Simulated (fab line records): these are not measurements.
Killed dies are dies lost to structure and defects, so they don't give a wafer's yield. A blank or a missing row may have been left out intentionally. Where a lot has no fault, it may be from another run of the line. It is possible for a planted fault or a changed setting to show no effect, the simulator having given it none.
fab line records | flow nand-harc
record: lots: 14 wafers: 42 last-day: 33
route steps=1302 shown A_ZERO_WELL@401 A_SOURCE_PLATE@415 A_ONON_D1@429 END@1302
lots that met no fault: taken from a fault-free run of the same line
start-h: hours from the record's first day to the start of the lot's first wafer shown | wait-h: hours from the lot's prior step to this one | " same as the row above | L1.1+2: a single row standing in for several wafers | - no value, or no start given | * or withheld: withheld | < > ~ a bound
route shown NAME@n: names a module that has steps shown in the file, with the first one's number in the route | usual: mean/standard deviation of fault-free wafers | same: alike in all rows | chamber/n: place in a boat | sites: per-site readings | _std_site: their standard deviation | _edge_site: the outer-site mean with the inner-site mean subtracted | radius-mm: how far each site lies from the wafer's centre | mask NAME#n: copy n | behind: tool/chamber where the wafer was last shaped | hold: cause of the lot's hold/its duration in hours/its outcome | device: whichever transistor did not switch (one of n, p or np) | end of line: tests run on the same wafers once the route is complete | a step given without rows: its recipe and nothing more | killed: at the first sort, the dies lost to defects and structure; wafer yield is something else | map: dies across one wafer; x = killed, . = not, _ = none there
set.NAME: the setting the step ran with; set.NAME@STEP: the setting that earlier step ran with | model.NAME: the simulator's own value behind a step, which no gauge read
one table for each step of the route and one row for each wafer, over a sample of lots
services: from which hour (start-h, from the record's first day; less than 0 if before it) a tool's chamber was out of use, for how many hours, and why
== steps ==
step: NHARC_A_ZERO_WELL_CD_MEAS_10
recipe: target-cd-nm: 2000 landing-energy-ev: 500
usual: cd-nm: 2000.5/2.2
columns lot.wafer tool chamber start-h wait-h cd-nm
L605.1 cd-sem-02 0 152.41 - 2002.7
L605.2 " 0 " " 2002.0
L605.6 " 0 " " 2002.3
L606.2 cd-sem-02 0 156.71 - 2000.6
L606.4 " 0 " " 2000.8
L606.6 " 0 " " 2000.6
L607.1 cd-sem-02 0 169.63 - 2001.4
L607.4 " 0 " " 2002.9
L607.6 " 0 " " 1998.2
L608.2 cd-sem-01 0 172.99 - 2000.3
L608.3 " 0 " " 1999.8
L608.4 " 0 " " 1998.6
L609.2 cd-sem-03 0 186.69 - 1996.6
L609.4 " 0 " " 1997.1
L609.6 " 0 " " 1996.7
L611.1 cd-sem-03 0 212.88 - 1997.9
L611.5 " 0 " " 1995.4
L611.6 " 0 " " 1997.4
L613.2 cd-sem-02 0 225.01 - 2000.1
L613.3 " 0 " " 2001.5
L613.4 " 0 " " 2001.5
L614.1 cd-sem-03 0 245.88 - 1999.7
L614.3 " 0 " " 1999.6
L614.5 " 0 " " 1999.8
L615.2 cd-sem-03 0 249.02 - 1998.9
L615.4 " 0 " " 2003.1
L615.5 " 0 " " 2002.0
L616.1 cd-sem-03 0 255.43 - 2001.0
L616.5 " 0 " " 2000.2
L616.6 " 0 " " 2002.9
L617.1 cd-sem-02 0 271.12 - 2004.7
L617.3 " 0 " " 2002.3
L617.5 " 0 " " 2005.1
L622.4 cd-sem-02 0 328.53 - 1997.6
L622.5 " 0 " " 1998.7
L622.6 " 0 " " 1998.9
L625.1 cd-sem-01 0 343.04 - 1998.6
L625.3 " 0 " " 1999.2
L625.4 " 0 " " 2000.5
L626.1 cd-sem-03 0 357.56 - 1997.3
L626.3 " 0 " " 1998.7
L626.6 " 0 " " 1999.1
step: NHARC_A_ZERO_WELL_DESCUM_12
recipe: time-s: 3 o2-flow-sccm: 200 ar-flow-sccm: 0 bias-power-w: 0 chemistry: O2
usual: drypump-motor-current-A: 5.6/0.4 oes-product-au: 1.000/0.0088 rf-vpp-V: 58.0/1 showerhead-plenum-p-Torr: 1.94/0.1 throttle-valve-pct: 11.311/0.0086
same: bias-power-w: 0
columns lot.wafer tool chamber start-h wait-h drypump-motor-current-A oes-product-au rf-hours-counter-h rf-vpp-V showerhead-plenum-p-Torr throttle-valve-pct
L605.1 rie-diel-03 3 152.58 - 5.6 0.998 1 56.7 1.82 11.321
L605.2 " 1 " " 6.0 0.998 1 58.2 1.80 11.301
L605.6 " 2 " " 5.2 1.003 - 58.6 2.06 11.298
L606.4 rie-diel-03 3 156.88 - 5.6 0.998 1 59.2 1.82 11.305
L606.2 " 1 " " 6.1 1.006 1 58.3 1.80 11.317
L606.6 " 2 " " 5.2 1.001 - 59.0 2.06 11.304
L607.4 rie-diel-04 0 169.79 - 6.1 0.987 47 58.7 2.00 11.311
L607.1 " 2 " " 6.0 1.002 58 58.6 1.78 11.313
L607.6 " 0 " " 6.1 0.985 - 58.6 2.00 11.321
L608.3 rie-diel-03 2 173.16 - 5.2 0.998 1 60.5 2.05 11.304
L608.2 " 3 " " 5.6 1.010 1 56.5 1.82 11.324
L608.4 " 0 " " 5.2 0.993 2 59.2 2.02 11.301
L609.2 rie-diel-11 3 186.85 - 5.4 1.019 16 57.6 2.00 11.296
L609.4 " 0 " " 6.0 1.000 15 58.7 2.05 11.316
L609.6 " 3 " " 5.4 1.015 - 57.1 2.00 11.315
L611.1 rie-diel-03 0 213.06 - 5.2 0.996 3 57.6 2.02 11.317
L611.6 " 1 " " 6.0 0.991 - 57.3 1.80 11.323
L611.5 " 2 " " 5.2 0.985 - 59.4 2.05 11.313
L613.2 rie-diel-03 3 225.16 - 5.6 1.012 3 57.9 1.82 11.302
L613.3 " 0 " " 5.2 0.992 4 57.9 2.02 11.317
L613.4 " 2 " " 5.2 0.993 3 57.2 2.05 11.326
L614.3 rie-diel-11 1 246.03 - 5.8 0.989 19 57.2 1.85 11.312
L614.1 " 0 " " 6.0 1.010 21 58.0 2.05 11.312
L614.5 " 1 " " 5.8 0.999 - 59.1 1.85 11.307
L615.4 rie-diel-03 3 249.18 - 5.6 1.010 4 57.7 1.82 11.316
L615.2 " 0 " " 5.2 1.001 4 58.3 2.02 11.319
L615.5 " 3 " " 5.6 1.011 - 57.6 1.82 11.300
L616.1 rie-diel-03 1 255.61 - 6.1 1.008 4 56.0 1.80 11.297
L616.5 " 2 " " 5.1 0.995 - 58.6 2.05 11.312
L616.6 " 3 " " 5.6 1.003 - 57.7 1.82 11.321
L617.3 rie-diel-03 3 271.29 - 5.6 1.002 4 57.6 1.82 11.318
L617.1 " 0 " " 5.2 0.993 4 58.2 2.02 11.307
L617.5 " 1 " " 6.1 1.010 - 57.3 1.80 11.311
L622.4 rie-diel-04 2 328.70 - 6.0 1.024 33 57.1 1.76 11.295
L622.6 " 3 " " 6.4 1.004 - 59.6 1.87 11.305
L622.5 " 0 " " 6.1 0.997 - 55.5 1.99 11.321
L625.3 rie-diel-03 1 343.21 - 6.0 0.992 1 55.9 1.80 11.300
L625.1 " 2 " " 5.2 0.999 1 59.3 2.05 11.305
L625.4 " 3 " " 5.6 1.017 1 56.9 1.81 11.306
L626.1 rie-diel-11 3 357.71 - 5.4 1.006 16 58.6 1.99 11.304
L626.3 " 0 " " 6.0 0.995 14 58.2 2.04 11.310
L626.6 " 3 " " 5.4 0.996 - 57.6 2.00 11.314
step: NHARC_A_SOURCE_PLATE_OXIDE_02
recipe: target-thk-a: 100 temp-c: 900 ox-time-s: 1362 material: SiO2
usual: ox-temp-c: 900.0/0.47 zone-power-lower-pct: 17.9/1.3
columns lot.wafer tool chamber start-h wait-h ox-temp-c zone-power-lower-pct
L605.1 furnace-08 0 157.13 - 900.4 16.7
L605.2 " 0 " " 900.7 16.8
L605.6 " 0 " " 900.6 16.2
L606.2 furnace-05 0 161.10 - 900.5 18.5
L606.4 " 0 " " 900.6 18.4
L606.6 " 0 " " 900.6 18.2
L607.1 furnace-08 0 174.89 - 899.8 16.6
L607.4 " 0 " " 899.6 16.6
L607.6 " 0 " " 900.6 16.6
L608.2 furnace-08 0 174.89 - 900.7 16.6
L608.3 " 0 " " 900.2 17.0
L608.4 " 0 " " 900.1 16.8
L609.2 furnace-05 0 191.76 - 900.3 18.3
L609.4 " 0 " " 900.3 18.3
L609.6 " 0 " " 899.6 18.8
L611.1 furnace-08 0 219.34 - 899.7 16.8
L611.5 " 0 " " 900.0 16.3
L611.6 " 0 " " 900.4 16.6
L613.2 furnace-05 0 234.34 - 900.6 18.4
L613.3 " 0 " " 900.3 18.2
L613.4 " 0 " " 900.8 18.1
L614.1 furnace-08 0 252.66 - 900.1 16.5
L614.3 " 0 " " 900.7 16.6
L614.5 " 0 " " 899.6 16.4
L615.2 furnace-08 0 252.66 2.1 900.3 17.0
L615.4 " 0 " " 900.2 16.7
L615.5 " 0 " " 900.2 16.7
L616.1 furnace-08 0 260.13 - 899.7 16.6
L616.5 " 0 " " 900.3 16.8
L616.6 " 0 " " 900.9 16.7
L617.1 furnace-05 0 275.95 - 899.8 18.5
L617.3 " 0 " " 900.4 18.3
L617.5 " 0 " " 900.8 18.4
L622.4 furnace-05 0 332.81 - 899.5 18.2
L622.5 " 0 " " 899.7 18.4
L622.6 " 0 " " 899.7 18.4
L625.1 furnace-05 0 348.96 - 899.3 18.4
L625.3 " 0 " " 900.5 18.4
L625.4 " 0 " " 900.4 18.3
L626.1 furnace-04 0 364.11 - 900.0 20.6
L626.3 " 0 " " 899.6 20.6
L626.6 " 0 " " 900.2 20.0
step: NHARC_A_SOURCE_PLATE_INSPECT_08
usual: raw-defect-count: 57/20
columns lot.wafer tool chamber start-h wait-h hold raw-defect-count
L605.1 defect-inspect-01 - 174.29 0.0 - 51
L605.2 " - " " - 51
L605.6 " - " " - 60
L606.2 defect-inspect-01 - 177.80 0.0 - 76
L606.4 " - " " - 93
L606.6 " - " " - 51
L607.1 defect-inspect-01 - 194.00 0.0 - 61
L607.4 " - " " - 76
L607.6 " - " " - 79
L608.2 defect-inspect-02 - 194.00 0.0 - 32
L608.3 " - " " - 66
L608.4 " - " " - 44
L609.2 defect-inspect-02 - 209.00 0.0 - 38
L609.4 " - " " - 33
L609.6 " - " " - 50
L611.1 defect-inspect-02 - 242.04 0.0 - 48
L611.5 " - " " - 48
L611.6 " - " " - 42
L613.2 defect-inspect-01 - 251.72 0.0 - 39
L613.3 " - " " - 33
L613.4 " - " " - 55
L614.1 defect-inspect-01 - 269.86 0.0 await-dispo/0.2h/release 1115
L614.3 " - " " await-dispo/0.2h/release 1171
L614.5 " - " " await-dispo/0.2h/release 1184
L614.1 defect-inspect-01 - 270.03 0.2 - 1130
L614.3 " - " " - 1167
L614.5 " - " " - 1179
L615.2 defect-inspect-02 - 269.86 0.0 await-dispo/0.2h/release 1179
L615.4 " - " " await-dispo/0.2h/release 1190
L615.5 " - " " await-dispo/0.2h/release 1181
L615.2 defect-inspect-02 - 270.03 0.2 - 1176
L615.4 " - " " - 1184
L615.5 " - " " - 1187
L616.1 defect-inspect-01 - 277.80 0.0 await-dispo/0.2h/release 1134
L616.5 " - " " await-dispo/0.2h/release 1119
L616.6 " - " " await-dispo/0.2h/release 1107
L616.1 defect-inspect-01 - 277.97 0.2 - 1120
L616.5 " - " " - 1125
L616.6 " - " " - 1129
L617.1 defect-inspect-01 - 292.65 0.0 - 38
L617.3 " - " " - 27
L617.5 " - " " - 33
L622.4 defect-inspect-02 - 350.00 0.0 - 41
L622.5 " - " " - 36
L622.6 " - " " - 37
L625.1 defect-inspect-02 - 365.52 0.0 - 38
L625.3 " - " " - 75
L625.4 " - " " - 63
L626.1 defect-inspect-02 - 381.27 0.0 - 59
L626.3 " - " " - 42
L626.6 " - " " - 38
step: NHARC_A_ONON_D1_THK_MEAS_08
recipe: thk-meas-gauge: ellipsometry
usual: thk-nm: 1000/8.7
columns lot.wafer tool chamber start-h wait-h thk-nm
L605.1 film-metro-01 - 176.01 - 1015
L605.2 " - " " 1016
L605.6 " - " " 1014
L606.2 film-metro-01 - 179.51 - 999
L606.4 " - " " 998
L606.6 " - " " 999
L607.1 film-metro-02 - 195.70 - 993
L607.4 " - " " 993
L607.6 " - " " 994
L608.2 film-metro-01 - 195.71 - 1014
L608.3 " - " " 1013
L608.4 " - " " 1014
L609.2 film-metro-02 - 210.71 - 1000
L609.4 " - " " 1002
L609.6 " - " " 1001
L611.1 film-metro-02 - 243.74 - 1000
L611.5 " - " " 1002
L611.6 " - " " 1001
L613.2 film-metro-01 - 253.42 - 1012
L613.3 " - " " 1011
L613.4 " - " " 1011
L617.1 film-metro-01 - 294.37 - 993
L617.3 " - " " 993
L617.5 " - " " 989
L622.4 film-metro-02 - 351.71 - 1002
L622.5 " - " " 1002
L622.6 " - " " 1003
L625.1 film-metro-02 - 367.22 - 998
L625.3 " - " " 998
L625.4 " - " " 997
L626.1 film-metro-01 - 382.97 - 1001
L626.3 " - " " 1002
L626.6 " - " " 999
step: NHARC_END_SORT_01
recipe: temp-c: 25
usual: defect-limited-yield: 91/3 killed-at-array: 55/20 killed-at-other: 1.2/1.3 killed-at-periphery: 4.0/3 killed-dies: 60/21 killed-open: 3.2/1.9 killed-short: 2.5/1.6
same: gross-dies: 677
columns lot.wafer tool chamber start-h wait-h defect-limited-yield[%] killed-at-array killed-at-other killed-at-periphery killed-dies killed-open killed-short
L605.1 prober-01 0 583.59 2.5 88 73 0 5 78 3 4
L605.2 prober-01 0 584.39 2.8 89 68 2 3 73 3 2
L605.6 prober-01 0 587.57 4.0 91 57 2 2 61 3 3
L613.2 prober-01 0 693.28 2.8 93 43 1 3 47 3 3
L613.3 prober-01 0 694.07 3.1 91 50 6 2 58 4 0
L613.4 prober-01 0 694.85 3.4 89 70 1 1 72 3 5
L617.1 prober-02 0 701.49 2.5 89 70 0 3 73 7 2
L617.3 prober-02 0 703.10 3.1 89 73 0 2 75 3 3
L617.5 prober-02 0 704.71 3.7 89 67 1 4 72 2 3
killed by level:class
L605.1 A_CHANNEL_HOLE_D2:chamber-film-flake=33 A_SLIT:chamber-film-flake=26 P_M2:chamber-film-flake=3 A_CONTACT:chamber-film-flake=3 A_CHANNEL_HOLE_D1:chamber-film-flake=2 A_ONON_D1:geometric-particle:short=1 A_CHANNEL_FILL_D1:geometric-particle:open=1 A_SGD_CUT:geometric-particle:short=1
L605.2 A_CHANNEL_HOLE_D2:chamber-film-flake=38 A_SLIT:chamber-film-flake=21 A_CHANNEL_HOLE_D1:chamber-film-flake=3 P_GATE:chamber-film-flake=2 THIN_TSV:chamber-film-flake=2 P_STI:geometric-particle:open=1 A_CHANNEL_FILL_D1:geometric-particle:short=1 A_CHANNEL_FILL_D1:geometric-particle:open=1
L605.6 A_CHANNEL_HOLE_D2:chamber-film-flake=31 A_SLIT:chamber-film-flake=20 HYBRID_BOND:chamber-film-flake=2 P_M0:geometric-particle:open=1 A_ONON_D1:geometric-particle:open=1 A_CHANNEL_FILL_D1:geometric-particle:short=1 A_DECK1_JOINT:geometric-particle:open=1 A_ONON_D2:geometric-particle:short=1
L613.2 A_SLIT:chamber-film-flake=21 A_CHANNEL_HOLE_D1:chamber-film-flake=6 A_CHANNEL_HOLE_D2:chamber-film-flake=5 A_STAIRCASE:chamber-film-flake=2 A_SLIT:unspecified=2 A_BONDPAD:chamber-film-flake=2 P_CONTACT:geometric-particle:open=1 P_M0:geometric-particle:open=1
L613.3 A_SLIT:chamber-film-flake=24 THIN_TSV:chamber-film-flake=6 A_CHANNEL_HOLE_D1:chamber-film-flake=5 A_STAIRCASE:chamber-film-flake=5 A_CHANNEL_HOLE_D2:chamber-film-flake=4 A_M0:geometric-particle:open=2 A_CHANNEL_FILL_D1:chamber-film-flake=2 A_WL_FILL:chamber-film-flake=2
L613.4 A_SLIT:chamber-film-flake=28 A_CHANNEL_HOLE_D2:chamber-film-flake=14 A_CHANNEL_HOLE_D1:chamber-film-flake=11 A_STAIRCASE:chamber-film-flake=5 A_DECK1_JOINT:geometric-particle:short=2 A_SLIT:unspecified=2 A_BONDPAD:chamber-film-flake=2 P_BONDPAD:geometric-particle:open=1
L617.1 A_CHANNEL_HOLE_D1:chamber-film-flake=33 A_SLIT:chamber-film-flake=21 A_STAIRCASE:chamber-film-flake=4 A_CHANNEL_FILL_D2:geometric-particle:open=2 A_M0:geometric-particle:open=2 P_GATE:chamber-film-flake=2 A_CHANNEL_FILL_D2:chamber-film-flake=2 P_GATE:geometric-particle:open=1
L617.3 A_CHANNEL_HOLE_D1:chamber-film-flake=40 A_SLIT:chamber-film-flake=22 A_STAIRCASE:chamber-film-flake=2 A_CHANNEL_FILL_D2:chamber-film-flake=2 A_ONON_D1:geometric-particle:open=1 A_DECK1_JOINT:geometric-particle:short=1 A_WL_FILL:geometric-particle:short=1 A_CONTACT:geometric-particle:open=1
L617.5 A_CHANNEL_HOLE_D1:chamber-film-flake=34 A_SLIT:chamber-film-flake=23 A_CHANNEL_FILL_D2:chamber-film-flake=2 A_STAIRCASE:chamber-film-flake=2 P_M0:geometric-particle:open=1 A_ONON_D1:geometric-particle:short=1 A_DECK1_JOINT:geometric-particle:short=1 A_WL_FILL:geometric-particle:short=1
== services ==
columns tool chamber start-h hours kind
rie-diel-03 0 137.80 - clean
rie-diel-03 1 137.80 - clean
rie-diel-03 2 137.80 - clean
rie-diel-03 3 137.80 - clean
rie-diel-03 0 162.30 - clean
rie-diel-03 1 162.30 - clean
rie-diel-03 2 162.30 - clean
rie-diel-04 2 178.02 6.9 repair
rie-diel-04 - 179.42 9.0 pm
rie-diel-11 0 191.82 5.7 repair
rie-diel-03 - 198.16 1.0 repair
rie-diel-11 3 206.70 10.3 repair
rie-diel-11 - 213.39 0.3 repair
rie-diel-03 2 215.88 1.2 repair
rie-diel-11 1 225.57 8.5 repair
rie-diel-04 2 238.57 6.5 repair
rie-diel-11 - 255.67 9.0 pm
rie-diel-04 2 267.54 3.4 repair
rie-diel-11 0 280.53 5.0 repair
rie-diel-03 - 281.30 9.0 pm
rie-diel-04 2 289.45 7.1 repair
rie-diel-03 2 307.57 6.0 repair
rie-diel-11 - 349.18 0.6 repair
rie-diel-04 - 356.45 9.0 pm
== key ==
first-sign: step: NHARC_A_SOURCE_PLATE_INSPECT_08 reading: visit direction: added
effect: step: NHARC_A_SOURCE_PLATE_INSPECT_08 reading: raw-defect-count direction: up sigmas: 55 usual: 57 struck: 1153
met-at NHARC_A_SOURCE_PLATE_OXIDE_02
struck-lots L614,L615,L616
scrapped-behind NHARC_A_SOURCE_PLATE_INSPECT_08 L614.1,L614.3,L614.5,L615.2,L615.4,L615.5,L616.1,L616.5,L616.6
not-acting-at NHARC_A_ZERO_WELL_CD_MEAS_10,NHARC_A_ZERO_WELL_DESCUM_12,NHARC_A_ONON_D1_THK_MEAS_08
fault: kind: chamber-particle-source tool: furnace-08 chamber: - onset-h: 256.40 steps: NHARC_A_SOURCE_PLATE_OXIDE_02 rate-per-visit-cm2: 1.7219 end-h: 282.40
